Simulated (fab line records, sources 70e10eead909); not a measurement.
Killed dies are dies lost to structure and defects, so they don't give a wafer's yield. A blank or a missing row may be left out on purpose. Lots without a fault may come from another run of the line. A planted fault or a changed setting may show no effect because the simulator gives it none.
fab line records | flow nand_harc | part 2 of 2: steps 4 to 6 of 6
record lots=24 wafers=72 last_day=24
route steps=1159 shown A_CONTACT@913 A_BLC@974
lots that met no fault: from a run of the same line without faults
start_h: hours from the record's first day to the start of the lot's first wafer shown | wait_h: hours since the lot's step before | " the same as in the row above | L1.1+2: a row that stands for several wafers | - no value, or no start given | * or withheld: withheld | < > ~ a bound
route shown NAME@n: a module of which the file shows steps, and the number in the route of the first | usual: mean/standard deviation of fault-free wafers | same: alike in all rows | chamber/n: place in a boat | sites: the reading at each site | _std_site: their standard deviation | _edge_site: outer sites' mean less inner sites' | radius_mm: how far each site lies from the wafer's centre | mask NAME#n: copy n | behind: the tool/chamber that last shaped the wafer | hold: why the lot was held/for how many hours/how that ended | device: the transistor (n, p or np) that didn't switch | end of line: the same wafers' tests at the end of the route | a step without rows: its recipe alone | killed: dies lost to structure and defects at the first sort, not the wafer's yield | map: a wafer's dies, x killed, . not, _ none there
set.NAME: the setting as run; set.NAME@STEP: as run at that earlier step | model.NAME: the simulator's own value behind a step, which no gauge read
steps of the route over a sample of lots; a table a step, a row a wafer
services: from which hour (start_h, from the record's first day; less than 0 if before it) a tool's chamber was out of use, for how many hours, and why
## steps
# step NHARC_A_CONTACT_DESCUM_13
# recipe time_s=3 o2_flow_sccm=200 ar_flow_sccm=0 bias_power_w=0 chemistry=O2
# usual drypump_motor_current_A=5.6/0.58 oes_product_au=0.999/0.0075 rf_vpp_V=57.7/0.84 showerhead_plenum_p_Torr=1.89/0.074 throttle_valve_pct=11.311/0.0092
# columns lot.wafer tool chamber start_h wait_h drypump_motor_current_A oes_product_au rf_hours_counter_h rf_vpp_V showerhead_plenum_p_Torr throttle_valve_pct
L075.2 rie_diel-05 1 389.88 0.2 6.1 1.001 6 58.6 1.83 11.299
L075.3 " 2 " " 4.7 0.996 6 59.3 1.90 11.313
L075.1 " 0 " " 5.8 0.998 5 57.9 1.86 11.313
L076.2 rie_diel-13 1 391.29 0.1 6.5 1.013 38 57.5 1.77 11.303
L076.4 " 2 " " 6.3 1.022 38 57.0 1.86 11.313
L076.3 " 3 " " 5.3 1.002 37 58.3 1.76 11.318
L074.1 rie_diel-01 2 395.92 0.1 6.3 1.005 30 56.5 1.87 11.300
L074.3 " 1 " " 5.1 0.997 27 59.2 2.00 11.307
L074.5 " 3 " " 5.7 0.993 - 57.0 1.91 11.323
L078.4 rie_diel-05 0 399.19 0.1 5.8 0.994 7 57.4 1.86 11.307
L078.5 " 3 " " 5.0 0.990 - 58.0 1.89 11.307
L078.6 " 0 " " 5.8 0.999 - 58.1 1.86 11.306
L077.1 rie_diel-05 2 399.59 0.2 4.7 1.000 9 56.4 1.90 11.305
L077.6 " 3 " " 5.0 0.992 - 56.5 1.89 11.296
L077.5 " 0 " " 5.8 0.989 - 58.2 1.86 11.329
L079.3 rie_diel-01 1 405.12 0.1 5.1 1.002 31 56.6 2.00 11.311
L079.1 " 2 " " 6.3 1.003 34 56.5 1.86 11.318
L079.2 " 3 " " 5.6 0.986 33 58.6 1.91 11.309
L081.4 rie_diel-05 2 429.73 0.1 4.7 0.998 12 57.7 1.90 11.321
L081.1 " 3 " " 5.0 0.997 12 57.8 1.89 11.310
L081.3 " 0 " " 5.8 0.994 11 58.4 1.86 11.309
L080.4 rie_diel-05 3 432.94 0.1 5.0 0.991 12 57.8 1.89 11.315
L080.1 " 0 " " 5.8 0.982 11 58.1 1.86 11.325
L080.5 " 2 " " 4.8 0.995 - 56.8 1.90 11.300
L083.3 rie_diel-01 1 443.11 0.1 5.1 0.994 42 59.2 2.00 11.320
L083.4 " 3 " " 5.7 1.005 45 57.4 1.91 11.310
L083.6 " 1 " " 5.1 1.000 - 59.1 2.00 11.312
L082.3 rie_diel-13 1 445.57 0.1 6.4 1.000 57 56.9 1.76 11.328
L082.4 " 2 " " 6.3 0.999 55 56.9 1.85 11.306
L082.6 " 1 " " 6.4 1.001 - 58.5 1.76 11.311
L084.1 rie_diel-05 3 475.00 0.1 5.0 0.989 19 57.9 1.89 11.301
L084.5 " 1 " " 6.1 0.997 - 57.3 1.83 11.293
L084.6 " 2 " " 4.7 1.001 - 57.0 1.90 11.320
L087.4 rie_diel-01 3 475.81 0.1 5.7 0.998 58 57.3 1.90 11.309
L087.3 " 2 " " 6.3 0.994 59 59.1 1.86 11.310
L087.5 " 3 " " 5.7 0.993 - 56.8 1.90 11.316
L088.4 rie_diel-05 3 480.34 0.1 5.0 0.987 21 57.3 1.89 11.311
L088.2 " 0 " " 5.8 0.990 18 57.7 1.86 11.317
L088.6 " 3 " " 5.0 0.992 - 56.2 1.89 11.299
L086.4 rie_diel-05 1 489.23 0.1 6.1 1.015 23 56.6 1.83 11.304
L086.1 " 3 " " 5.0 1.003 22 57.7 1.89 11.306
L086.6 " 2 " " 4.8 1.008 - 58.3 1.90 11.310
L091.1 rie_diel-05 1 492.20 0.1 6.1 1.014 23 57.7 1.83 11.321
L091.6 " 1 " " 6.1 1.015 - 57.4 1.83 11.318
L091.5 " 2 " " 4.8 1.008 - 59.3 1.90 11.297
L085.4 rie_diel-13 3 493.99 0.1 5.4 0.994 10 58.5 2.07 11.302
L085.2 " 0 " " 5.4 1.000 11 56.5 1.82 11.320
L085.6 " 3 " " 5.3 1.005 - 58.7 2.07 11.309
L089.2 rie_diel-05 0 497.28 0.5 5.8 0.997 23 57.1 1.86 11.302
L089.4 " 1 " " 6.1 0.996 26 58.0 1.83 11.308
L089.1 " 2 " " 4.8 1.005 25 58.3 1.90 11.307
L090.2 rie_diel-05 1 498.92 0.2 6.1 1.002 27 56.8 1.83 11.307
L090.1 " 0 " " 5.9 0.988 23 57.5 1.86 11.322
L090.6 " 2 " " 4.7 0.993 - 58.8 1.90 11.321
L093.3 rie_diel-13 0 503.35 0.1 5.4 1.007 16 56.7 1.82 11.314
L093.2 " 1 " " 6.4 0.995 17 58.4 2.07 11.327
L093.1 " 3 " " 5.4 1.003 15 57.3 2.07 11.302
L092.2 rie_diel-05 0 504.19 0.1 5.8 0.984 25 57.8 1.86 11.306
L092.3 " 1 " " 6.1 0.999 28 57.3 1.83 11.316
L092.4 " 1 " " 6.1 1.003 - 57.8 1.83 11.325
L094.2 rie_diel-01 1 510.54 0.1 5.1 1.016 5 57.6 1.99 11.303
L094.1 " 2 " " 6.3 1.009 4 57.8 1.85 11.311
L094.6 " 0 " " 6.2 1.003 - 58.8 1.95 11.310
L095.3 rie_diel-05 1 515.92 0.1 6.1 1.005 30 58.4 1.83 11.308
L095.1 " 3 " " 5.0 0.995 28 57.0 1.89 11.298
L095.2 " 0 " " 5.8 0.993 27 57.8 1.86 11.303
L097.3 rie_diel-13 1 516.31 0.1 6.4 0.996 21 57.9 2.07 11.314
L097.4 " 2 " " 6.3 1.004 21 57.7 1.84 11.300
L097.6 " 1 " " 6.4 1.002 - 57.5 2.07 11.312
L096.2 rie_diel-13 2 519.98 0.1 6.3 1.004 22 58.9 1.84 11.297
L096.6 " 0 " " 5.3 1.000 - 58.4 1.82 11.312
L096.5 " 1 " " 6.4 1.007 - 58.2 2.07 11.309
# step NHARC_A_CONTACT_CVD_19
# recipe target_thk_a=3000 temp_c=300 pressure_torr=40 wf6_flow_sccm=40 h2_flow_sccm=1600 ar_flow_sccm=1560 time_s=802 material=W
# usual heater_power_w=502/54 throttle_valve_pct=8.04/0.18
# columns lot.wafer tool chamber start_h wait_h heater_power_w since_wet_clean_h throttle_valve_pct
L075.1 cvd_w-02 1 410.80 - 423 18 7.69
L075.2 " 0 " " 571 18 7.92
L075.3 " 0 " " 563 - 8.42
L076.2 cvd_w-02 1 - - 417 20 8.04
L076.4 " 1 " " 419 - 7.86
L076.3 " 0 " " 575 - 8.08
L074.1 cvd_w-02 1 - - 422 22 7.70
L074.3 " 1 " " 424 - 8.02
L074.5 " 0 " " 584 - 8.09
L078.4 cvd_w-02 1 - - 429 - 7.94
L078.6 " 1 " " 415 - 7.91
L078.5 " 0 " " 586 - 8.14
L077.1 cvd_w-02 1 - - 423 24 7.99
L077.6 " 0 " " 580 - 8.07
L077.5 " 1 " " 434 - 7.79
L079.2 cvd_w-02 1 - - 419 26 7.90
L079.1 " 0 " " 568 26 8.14
L079.3 " 1 " " 420 - 7.86
L081.1 cvd_w-01 0 - - 469 134 8.34
L081.4 " 0 " " 458 - 7.96
L081.3 " 1 " " 529 - 8.14
L080.1 cvd_w-02 0 - - 573 50 8.09
L080.4 " 0 " " 578 - 8.07
L080.5 " 0 " " 567 - 8.57
L083.4 cvd_w-01 0 - - 474 - 8.36
L083.3 " 1 " " 517 - 7.86
L083.6 " 1 " " 515 - 8.20
L082.3 cvd_w-01 1 - - 522 - 8.01
L082.4 " 0 " " 476 - 8.07
L082.6 " 0 " " 479 - 8.10
L084.1 cvd_w-02 0 - - 569 87 8.21
L084.6 " 0 " " 582 - 8.33
L084.5 " 1 " " 430 - 7.87
L087.4 cvd_w-02 0 - - 563 - 7.96
L087.3 " 1 " " 421 - 7.99
L087.5 " 1 " " 414 - 7.91
L088.2 cvd_w-02 0 - - 576 91 8.49
L088.4 " 1 " " 438 - 7.75
L088.6 " 0 " " 578 - 8.01
L086.1 cvd_w-01 0 - - 499 3 8.07
L086.4 " 1 " " 520 - 8.11
L086.6 " 1 " " 515 - 8.32
L091.1 cvd_w-01 0 - - 498 8 7.98
L091.5 " 0 " " 501 - 7.85
L091.6 " 0 " " 499 - 8.15
L085.2 cvd_w-01 1 - - 510 16 8.23
L085.4 " 0 " " 492 - 8.07
L085.6 " 0 " " 485 - 7.92
L089.2 cvd_w-01 1 - - 501 17 7.86
L089.1 " 0 " " 500 17 8.14
L089.4 " 1 " " 509 - 8.00
L090.2 cvd_w-01 0 - - 497 18 7.91
L090.1 " 1 " " 517 18 8.01
L090.6 " 1 " " 520 - 8.01
L093.1 cvd_w-02 1 - - 430 115 7.49
L093.2 " 0 " " 581 115 8.28
L093.3 " 1 " " 437 - 7.91
L092.2 cvd_w-01 1 - - 523 18 7.60
L092.4 " 0 " " 483 - 8.03
L092.3 " 1 " " 514 - 7.89
L094.1 cvd_w-01 1 - - 519 24 8.11
L094.2 " 1 " " 526 - 8.08
L094.6 " 1 " " 524 - 7.90
L095.1 cvd_w-01 1 - - 521 30 8.01
L095.2 " 0 " " 493 30 7.84
L095.3 " 1 " " 524 - 7.86
L097.3 cvd_w-02 0 - - 571 - 8.22
L097.4 " 1 " " 423 - 8.01
L097.6 " 0 " " 569 - 7.90
L096.2 cvd_w-01 0 - - 479 33 8.00
L096.5 " 0 " " 502 - 7.98
L096.6 " 1 " " 503 - 8.17
# step NHARC_A_BLC_CD_MEAS_10
# recipe target_cd_nm=100 landing_energy_ev=500
# usual cd_nm=100.0/0.53
# columns lot.wafer tool chamber start_h wait_h cd_nm
L075.1 cd_sem-02 0 412.46 - 99.7
L075.2 " 0 " " 99.7
L075.3 " 0 " " 99.4
L076.2 cd_sem-03 0 414.40 - 100.5
L076.3 " 0 " " 100.3
L076.4 " 0 " " 100.6
L074.1 cd_sem-02 0 416.18 - 100.0
L074.3 " 0 " " 100.8
L074.5 " 0 " " 100.2
L078.4 cd_sem-02 0 417.48 - 99.3
L078.5 " 0 " " 100.3
L078.6 " 0 " " 99.6
L077.1 cd_sem-02 0 418.33 - 99.9
L077.5 " 0 " " 100.2
L077.6 " 0 " " 100.5
L079.1 cd_sem-02 0 420.58 - 100.9
L079.2 " 0 " " 100.6
L079.3 " 0 " " 100.5
L081.1 cd_sem-03 0 444.00 - 99.5
L081.3 " 0 " " 99.2
L081.4 " 0 " " 100.1
L080.1 cd_sem-02 0 444.15 - 100.1
L080.4 " 0 " " 100.5
L080.5 " 0 " " 100.0
L083.3 cd_sem-01 0 448.36 - 99.4
L083.4 " 0 " " 99.5
L083.6 " 0 " " 99.9
L082.3 cd_sem-02 0 454.53 - 99.8
L082.4 " 0 " " 99.8
L082.6 " 0 " " 99.7
L084.1 cd_sem-02 0 481.89 - 100.3
L084.5 " 0 " " 100.2
L084.6 " 0 " " 99.6
L087.3 cd_sem-02 0 483.02 - 99.2
L087.4 " 0 " " 98.9
L087.5 " 0 " " 99.4
L088.2 cd_sem-03 0 485.64 - 100.2
L088.4 " 0 " " 100.0
L088.6 " 0 " " 99.0
L086.1 cd_sem-03 0 494.46 - 99.8
L086.4 " 0 " " 100.2
L086.6 " 0 " " 100.2
L091.1 cd_sem-03 0 500.33 - 100.5
L091.5 " 0 " " 100.4
L091.6 " 0 " " 101.1
L085.2 cd_sem-01 0 507.96 - 99.2
L085.4 " 0 " " 99.6
L085.6 " 0 " " 99.8
L089.1 cd_sem-01 0 508.82 - 100.4
L089.2 " 0 " " 99.5
L089.4 " 0 " " 100.9
L090.1 cd_sem-02 0 509.43 - 100.9
L090.2 " 0 " " 99.9
L090.6 " 0 " " 100.4
L093.1 cd_sem-03 0 509.65 - 100.4
L093.2 " 0 " " 99.7
L093.3 " 0 " " 100.7
L092.2 cd_sem-01 0 510.25 - 99.9
L092.3 " 0 " " 99.7
L092.4 " 0 " " 100.7
L094.1 cd_sem-02 0 516.54 - 99.5
L094.2 " 0 " " 100.3
L094.6 " 0 " " 100.1
L095.1 cd_sem-02 0 521.38 - 99.1
L095.2 " 0 " " 99.5
L095.3 " 0 " " 99.4
L097.3 cd_sem-03 0 521.61 - 100.3
L097.4 " 0 " " 101.5
L097.6 " 0 " " 101.3
L096.2 cd_sem-02 0 525.14 - 100.0
L096.5 " 0 " " 99.9
L096.6 " 0 " " 100.2
## services
# columns tool chamber start_h hours kind
rie_diel-05 0 366.96 4.6 repair
rie_diel-05 0 374.12 - clean
rie_diel-05 1 374.12 - clean
rie_diel-05 2 374.12 - clean
rie_diel-05 3 374.12 - clean
cvd_w-02 - 379.97 13.0 pm
cvd_w-01 - 384.37 38.0 repair
rie_diel-05 0 398.83 - clean
rie_diel-05 1 398.83 - clean
rie_diel-05 2 398.83 - clean
rie_diel-05 3 398.83 - clean
rie_diel-05 0 423.36 - clean
rie_diel-05 1 423.36 - clean
rie_diel-05 2 423.36 - clean
rie_diel-05 3 423.36 - clean
rie_diel-05 0 447.86 - clean
rie_diel-05 1 447.86 - clean
rie_diel-13 - 453.21 9.0 pm
rie_diel-05 - 458.16 1.0 repair
cvd_w-01 - 477.30 13.0 pm
rie_diel-01 - 491.90 9.0 pm
rie_diel-05 3 501.35 4.8 repair
cvd_w-01 0 511.56 2.5 repair
rie_diel-05 - 517.62 9.0 pm
